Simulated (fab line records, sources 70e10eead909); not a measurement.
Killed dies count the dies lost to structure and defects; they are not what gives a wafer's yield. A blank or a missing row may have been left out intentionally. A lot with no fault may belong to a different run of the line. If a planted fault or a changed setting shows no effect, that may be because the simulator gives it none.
Matching of chambers -- flow nandHarc -- rieSi-05 running NHARC_P_STI_ETCH_15: 4 sister chambers
The step etches the open film in HBr/Cl2, target depth 300 nm, time 100.1 s. 4 wafers are shown with their chamber, then 7 later ones without.

== WAFERS, EACH WITH ITS CHAMBER ==
wafer,chamber,drypumpMotorCurrentA (A)
L401.3,0,5.6
L407.4,3,5.4
L407.6,1,5.3
L408.5,2,5.9

== WAFERS WITH NO CHAMBER GIVEN ==
wafer,drypumpMotorCurrentA (A)
L408.6,5.2
L409.3,5.2
L409.4,5.9
L409.6,5.2
L410.1,5.2
L410.4,5.9
L410.6,5.2

== EACH ONE'S CHAMBER ==
wafer,from the rows above,in truth
L408.6,can't be placed: 1 or 3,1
L409.3,can't be placed: 1 or 3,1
L409.4,2,2
L409.6,can't be placed: 1 or 3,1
L410.1,can't be placed: 1 or 3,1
L410.4,2,2
L410.6,can't be placed: 1 or 3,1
Placed correctly: 2 of 7. Unplaceable from these rows: 5, with the true chamber sitting among the candidates in 5. Number placed wrongly: 0.
How it was worked out, from the rows above alone: a wafer's distance from a chamber is the root of the sum, over the readings, of the square of ((its reading less the chamber's mean) divided by the reading's scatter). If the next closest chamber is less than 2 further off than the closest, the wafer can't be placed; otherwise it belongs to the closest. Each chamber's mean is taken over the wafers shown for it. The scatter: with one shown wafer a chamber, the root of the mean of the squares of how far each hidden wafer lies from its nearest shown one.
